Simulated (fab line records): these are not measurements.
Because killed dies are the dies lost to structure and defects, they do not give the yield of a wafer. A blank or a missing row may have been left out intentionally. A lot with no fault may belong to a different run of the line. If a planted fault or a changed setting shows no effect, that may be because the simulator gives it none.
Which tool did it? :: flow nand harc :: 12 lots, 36 wafers sampled, at 5 steps of a route of 1159

== WHAT THE GAUGES READ, wafer by wafer ==
NHARC_END_SORT_01.
lot: L209
measured: day 23 07:44
on: prober-01
killed at array: 43 46 674
killed at other: 1 0 0
killed at periphery: 2 0 3
killed dies: 46 46 677
killed open: 4 1 4
killed short: 0 1 2

lot: L210
measured: day 23 06:09
on: prober-02
killed at array: 672 674 15
killed at other: 2 1 1
killed at periphery: 3 2 0
killed dies: 677 677 16
killed open: 1 3 2
killed short: 5 1 4

== EACH LOT AND THE TOOL THAT RAN IT (in order: tool; ch and the chambers of the sampled wafers; start) ==
lot: L193
NHARC_A_STAIRCASE_DESCUM_168: rie diel-11 ch 0,3, day 11 03:09
NHARC_A_STAIRCASE_TRIM_12: rie diel-10 ch 0,1, day 11 05:04
NHARC_A_STAIRCASE_ETCH_19: rie diel-10 ch 0,2,3, day 11 07:22
NHARC_A_STAIRCASE_ETCH_21: rie diel-10 ch 1,2,3, no start

lot: L197
NHARC_A_STAIRCASE_DESCUM_168: rie diel-10 ch 1,2,3, day 11 09:27
NHARC_A_STAIRCASE_TRIM_12: rie diel-09 ch 1,2,3, day 11 11:31
NHARC_A_STAIRCASE_ETCH_19: rie diel-09 ch 0,2, day 11 12:32
NHARC_A_STAIRCASE_ETCH_21: rie diel-10 ch 0,2,3, no start

lot: L196
NHARC_A_STAIRCASE_DESCUM_168: rie diel-10 ch 2,3, day 11 17:26
NHARC_A_STAIRCASE_TRIM_12: rie diel-11 ch 0,3, day 11 21:45
NHARC_A_STAIRCASE_ETCH_19: rie diel-11 ch 0,3, day 11 22:49
NHARC_A_STAIRCASE_ETCH_21: rie diel-11 ch 0,1,2, no start

lot: L200
NHARC_A_STAIRCASE_DESCUM_168: rie diel-09 ch 1,2,3, day 12 06:16
NHARC_A_STAIRCASE_TRIM_12: rie diel-10 ch 1,2, day 12 08:04
NHARC_A_STAIRCASE_ETCH_19: rie diel-10 ch 1,2,3, day 12 08:56
NHARC_A_STAIRCASE_ETCH_21: rie diel-11 ch 2,3, no start

lot: L199
NHARC_A_STAIRCASE_DESCUM_168: rie diel-10 ch 0,2, day 12 06:25
NHARC_A_STAIRCASE_TRIM_12: rie diel-09 ch 0,1,3, day 12 08:23
NHARC_A_STAIRCASE_ETCH_19: rie diel-09 ch 0,1,2, day 12 09:13
NHARC_A_STAIRCASE_ETCH_21: rie diel-09 ch 0,1,2, no start

lot: L202
NHARC_A_STAIRCASE_DESCUM_168: rie diel-09 ch 0,1,2, day 12 23:49
NHARC_A_STAIRCASE_TRIM_12: rie diel-11 ch 0,1, day 13 01:41
NHARC_A_STAIRCASE_ETCH_19: rie diel-11 ch 0,2,3, day 13 02:35
NHARC_A_STAIRCASE_ETCH_21: rie diel-11 ch 1,2,3, no start

lot: L208
NHARC_A_STAIRCASE_DESCUM_168: rie diel-10 ch 0,2, day 14 13:44
NHARC_A_STAIRCASE_TRIM_12: rie diel-09 ch 0,1,3, day 14 15:49
NHARC_A_STAIRCASE_ETCH_19: rie diel-09 ch 1,3, day 14 16:39
NHARC_A_STAIRCASE_ETCH_21: rie diel-10 ch 2,3, no start

lot: L209
NHARC_A_STAIRCASE_DESCUM_168: rie diel-09 ch 0,2, day 14 18:38
NHARC_A_STAIRCASE_TRIM_12: rie diel-09 ch 1,3, day 14 20:29
NHARC_A_STAIRCASE_ETCH_19: rie diel-09 ch 1,2, day 14 21:28
NHARC_A_STAIRCASE_ETCH_21: rie diel-11 ch 1,2, day 23 07:44 or earlier

lot: L210
NHARC_A_STAIRCASE_DESCUM_168: rie diel-10 ch 0,2,3, day 14 18:54
NHARC_A_STAIRCASE_TRIM_12: rie diel-09 ch 1,2,3, day 14 20:41
NHARC_A_STAIRCASE_ETCH_19: rie diel-09 ch 0,1,3, day 14 21:39
NHARC_A_STAIRCASE_ETCH_21: rie diel-09 ch 1,2,3, day 23 06:09 or earlier

lot: L214
NHARC_A_STAIRCASE_DESCUM_168: rie diel-11 ch 0,2,3, day 15 16:51
NHARC_A_STAIRCASE_TRIM_12: rie diel-11 ch 2,3, day 15 18:55
NHARC_A_STAIRCASE_ETCH_19: rie diel-11 ch 1,2,3, day 15 21:19
NHARC_A_STAIRCASE_ETCH_21: rie diel-11 ch 2,3, no start

lot: L215
NHARC_A_STAIRCASE_DESCUM_168: rie diel-10 ch 2,3, day 16 10:05
NHARC_A_STAIRCASE_TRIM_12: rie diel-10 ch 0,1,3, day 16 11:55
NHARC_A_STAIRCASE_ETCH_19: rie diel-10 ch 0,1, day 16 12:43
NHARC_A_STAIRCASE_ETCH_21: rie diel-10 ch 1,2, no start

lot: L216
NHARC_A_STAIRCASE_DESCUM_168: rie diel-09 ch 0,1, day 16 16:35
NHARC_A_STAIRCASE_TRIM_12: rie diel-11 ch 0,1,2, day 16 19:17
NHARC_A_STAIRCASE_ETCH_19: rie diel-11 ch 1,2,3, day 16 20:37
NHARC_A_STAIRCASE_ETCH_21: rie diel-11 ch 0,2,3, no start
- NHARC_A_STAIRCASE_DESCUM_168: chemistry O2, time 3 s.
- NHARC_A_STAIRCASE_TRIM_12: chemistry O2, time 211.2 s.
- NHARC_A_STAIRCASE_ETCH_19: etches the open film in C4F8/O2, target depth 100 nm, time 40.5 s.
- NHARC_A_STAIRCASE_ETCH_21: etches the open film in C4F8/O2, target depth 100 nm, time 40.5 s.

== WHAT THE TOOLS THEMSELVES READ (means of the sampled wafers that have a number; where no wafer has one, the mark that the record gives instead) ==
NHARC_A_STAIRCASE_DESCUM_168.
lot: L193
tool: rie diel-11
drypump motor current A (A): 5.8
oes product au (a.u.): 0.991
rf vpp V (V): 57.7
showerhead plenum p Torr (Torr): 2.01
throttle valve pct (%): 11.316

lot: L197
tool: rie diel-10
drypump motor current A (A): 5.5
oes product au (a.u.): 1.005
rf vpp V (V): 57.8
showerhead plenum p Torr (Torr): 1.88
throttle valve pct (%): 11.310

lot: L196
tool: rie diel-10
drypump motor current A (A): 5.8
oes product au (a.u.): 0.997
rf vpp V (V): 58.0
showerhead plenum p Torr (Torr): 1.81
throttle valve pct (%): 11.302

lot: L200
tool: rie diel-09
drypump motor current A (A): 5.3
oes product au (a.u.): 1.009
rf vpp V (V): 58.1
showerhead plenum p Torr (Torr): 1.91
throttle valve pct (%): 11.309

lot: L199
tool: rie diel-10
drypump motor current A (A): 5.3
oes product au (a.u.): 0.999
rf vpp V (V): 57.9
showerhead plenum p Torr (Torr): 1.90
throttle valve pct (%): 11.313

lot: L202
tool: rie diel-09
drypump motor current A (A): 5.2
oes product au (a.u.): 1.010
rf vpp V (V): 57.5
showerhead plenum p Torr (Torr): 1.93
throttle valve pct (%): 11.305

lot: L208
tool: rie diel-10
drypump motor current A (A): 5.2
oes product au (a.u.): 1.007
rf vpp V (V): 57.4
showerhead plenum p Torr (Torr): 1.88
throttle valve pct (%): 11.313

lot: L209
tool: rie diel-09
drypump motor current A (A): 5.5
oes product au (a.u.): 1.010
rf vpp V (V): 58.0
showerhead plenum p Torr (Torr): 1.90
throttle valve pct (%): 11.312

lot: L210
tool: rie diel-10
drypump motor current A (A): 5.5
oes product au (a.u.): 0.997
rf vpp V (V): 56.9
showerhead plenum p Torr (Torr): 1.85
throttle valve pct (%): 11.302

lot: L214
tool: rie diel-11
drypump motor current A (A): 6.0
oes product au (a.u.): 0.989
rf vpp V (V): 57.6
showerhead plenum p Torr (Torr): 2.03
throttle valve pct (%): 11.309

lot: L215
tool: rie diel-10
drypump motor current A (A): 5.5
oes product au (a.u.): 1.011
rf vpp V (V): 57.9
showerhead plenum p Torr (Torr): 1.93
throttle valve pct (%): 11.315

lot: L216
tool: rie diel-09
drypump motor current A (A): 5.0
oes product au (a.u.): 1.003
rf vpp V (V): 57.6
showerhead plenum p Torr (Torr): 1.94
throttle valve pct (%): 11.319

NHARC_A_STAIRCASE_TRIM_12.
lot: L193
tool: rie diel-10
drypump motor current A (A): 5.2
oes product au (a.u.): 1.007
rf vpp V (V): 57.5
showerhead plenum p Torr (Torr): 3.61
throttle valve pct (%): 17.043

lot: L197
tool: rie diel-09
drypump motor current A (A): 5.3
oes product au (a.u.): 0.998
rf vpp V (V): 57.6
showerhead plenum p Torr (Torr): 3.51
throttle valve pct (%): 17.038

lot: L196
tool: rie diel-11
drypump motor current A (A): 5.8
oes product au (a.u.): 0.988
rf vpp V (V): 58.4
showerhead plenum p Torr (Torr): 3.68
throttle valve pct (%): 17.046

lot: L200
tool: rie diel-10
drypump motor current A (A): 5.2
oes product au (a.u.): 1.001
rf vpp V (V): 58.0
showerhead plenum p Torr (Torr): 3.52
throttle valve pct (%): 17.035

lot: L199
tool: rie diel-09
drypump motor current A (A): 5.3
oes product au (a.u.): 1.001
rf vpp V (V): 57.7
showerhead plenum p Torr (Torr): 3.49
throttle valve pct (%): 17.039

lot: L202
tool: rie diel-11
drypump motor current A (A): 6.1
oes product au (a.u.): 0.989
rf vpp V (V): 57.8
showerhead plenum p Torr (Torr): 3.50
throttle valve pct (%): 17.043

lot: L208
tool: rie diel-09
drypump motor current A (A): 5.3
oes product au (a.u.): 1.003
rf vpp V (V): 57.3
showerhead plenum p Torr (Torr): 3.48
throttle valve pct (%): 17.037

lot: L209
tool: rie diel-09
drypump motor current A (A): 5.0
oes product au (a.u.): 1.006
rf vpp V (V): 58.2
showerhead plenum p Torr (Torr): 3.55
throttle valve pct (%): 17.040

lot: L210
tool: rie diel-09
drypump motor current A (A): 5.3
oes product au (a.u.): 1.009
rf vpp V (V): 57.6
showerhead plenum p Torr (Torr): 3.50
throttle valve pct (%): 17.036

lot: L214
tool: rie diel-11
drypump motor current A (A): 5.8
oes product au (a.u.): 0.989
rf vpp V (V): 58.0
showerhead plenum p Torr (Torr): 3.72
throttle valve pct (%): 17.034

lot: L215
tool: rie diel-10
drypump motor current A (A): 5.5
oes product au (a.u.): 1.011
rf vpp V (V): 58.1
showerhead plenum p Torr (Torr): 3.65
throttle valve pct (%): 17.040

lot: L216
tool: rie diel-11
drypump motor current A (A): 6.1
oes product au (a.u.): 0.994
rf vpp V (V): 57.8
showerhead plenum p Torr (Torr): 3.62
throttle valve pct (%): 17.045

NHARC_A_STAIRCASE_ETCH_19.
lot: L193
tool: rie diel-10
oes product au (a.u.): 0.946
rf vpp V (V): 892
run length s (s): 61.8

lot: L197
tool: rie diel-09
oes product au (a.u.): 0.938
rf vpp V (V): 896
run length s (s): 62.1

lot: L196
tool: rie diel-11
oes product au (a.u.): 0.927
rf vpp V (V): 904
run length s (s): 62.0

lot: L200
tool: rie diel-10
oes product au (a.u.): 0.934
rf vpp V (V): 893
run length s (s): 61.8

lot: L199
tool: rie diel-09
oes product au (a.u.): 0.947
rf vpp V (V): 897
run length s (s): 62.2

lot: L202
tool: rie diel-11
oes product au (a.u.): 0.941
rf vpp V (V): 903
run length s (s): 61.7

lot: L208
tool: rie diel-09
oes product au (a.u.): 0.938
rf vpp V (V): 897
run length s (s): 62.2

lot: L209
tool: rie diel-09
oes product au (a.u.): 0.951
rf vpp V (V): 897
run length s (s): 58.1

lot: L210
tool: rie diel-09
oes product au (a.u.): 0.944
rf vpp V (V): 894
run length s (s): 53.5

lot: L214
tool: rie diel-11
oes product au (a.u.): 0.934
rf vpp V (V): 897
run length s (s): 62.3

lot: L215
tool: rie diel-10
oes product au (a.u.): 0.956
rf vpp V (V): 897
run length s (s): 62.0

lot: L216
tool: rie diel-11
oes product au (a.u.): 0.944
rf vpp V (V): 898
run length s (s): 61.9

NHARC_A_STAIRCASE_ETCH_21.
lot: L193
tool: rie diel-10
oes product au (a.u.): 0.942
rf vpp V (V): 894
run length s (s): 61.7

lot: L197
tool: rie diel-10
oes product au (a.u.): 0.935
rf vpp V (V): 893
run length s (s): 61.4

lot: L196
tool: rie diel-11
oes product au (a.u.): 0.948
rf vpp V (V): 900
run length s (s): 62.0

lot: L200
tool: rie diel-11
oes product au (a.u.): 0.946
rf vpp V (V): 902
run length s (s): 62.0

lot: L199
tool: rie diel-09
oes product au (a.u.): 0.957
rf vpp V (V): 896
run length s (s): 62.0

lot: L202
tool: rie diel-11
oes product au (a.u.): 0.940
rf vpp V (V): 900
run length s (s): 62.4

lot: L208
tool: rie diel-10
oes product au (a.u.): 0.961
rf vpp V (V): 889
run length s (s): 61.7

lot: L209
tool: rie diel-11
oes product au (a.u.): 0.917
rf vpp V (V): 900
run length s (s): 61.8

lot: L210
tool: rie diel-09
oes product au (a.u.): 0.947
rf vpp V (V): 895
run length s (s): 62.2

lot: L214
tool: rie diel-11
oes product au (a.u.): 0.934
rf vpp V (V): 902
run length s (s): 61.9

lot: L215
tool: rie diel-10
oes product au (a.u.): 0.956
rf vpp V (V): 896
run length s (s): 61.7

lot: L216
tool: rie diel-11
oes product au (a.u.): 0.933
rf vpp V (V): 904
run length s (s): 61.8

== THE ANSWER, worked out from the rows above alone ==
Rule: the usual values come from the lots themselves. Put in order of their means at a reading, lots are off if they are a third of the lots or fewer, leave a main group of 4 or more, and stand apart from it by a gap of 3 or more times the standard deviation of the main group's means; of several such gaps the widest counts. A main group whose means are all the same, to the digits that the tables above print for the reading, isn't used. Also off: a lot with no number at a reading for which 4 or more lots have one. Where the step has rows for the other lots, those lots are counted as sound. Order of review: gauges by route order, followed by the tools' own readings, for which a lot's mean as printed above is used. The first step at which some lot is off is used, and at that step the reading that is off furthest; a lot without a number counts as furthest.
Off, at NHARC_A_STAIRCASE_ETCH_19 on run length s: L209, L210. Main group: mean 62.0 s, sd 0.19.
If a tool, at that step or one of the process steps before it, ran each lot that is off and ran no sound lot following the first of them, it fits. One fits: NHARC_A_STAIRCASE_TRIM_12 and NHARC_A_STAIRCASE_ETCH_19 on rie diel-09. At NHARC_A_STAIRCASE_TRIM_12 its last sound lot is L208 (day 14 15:49), its first lot that is off L209 (day 14 20:29): a fault that began between those two fits.

== WHAT THE SIMULATOR HAD INSERTED ==
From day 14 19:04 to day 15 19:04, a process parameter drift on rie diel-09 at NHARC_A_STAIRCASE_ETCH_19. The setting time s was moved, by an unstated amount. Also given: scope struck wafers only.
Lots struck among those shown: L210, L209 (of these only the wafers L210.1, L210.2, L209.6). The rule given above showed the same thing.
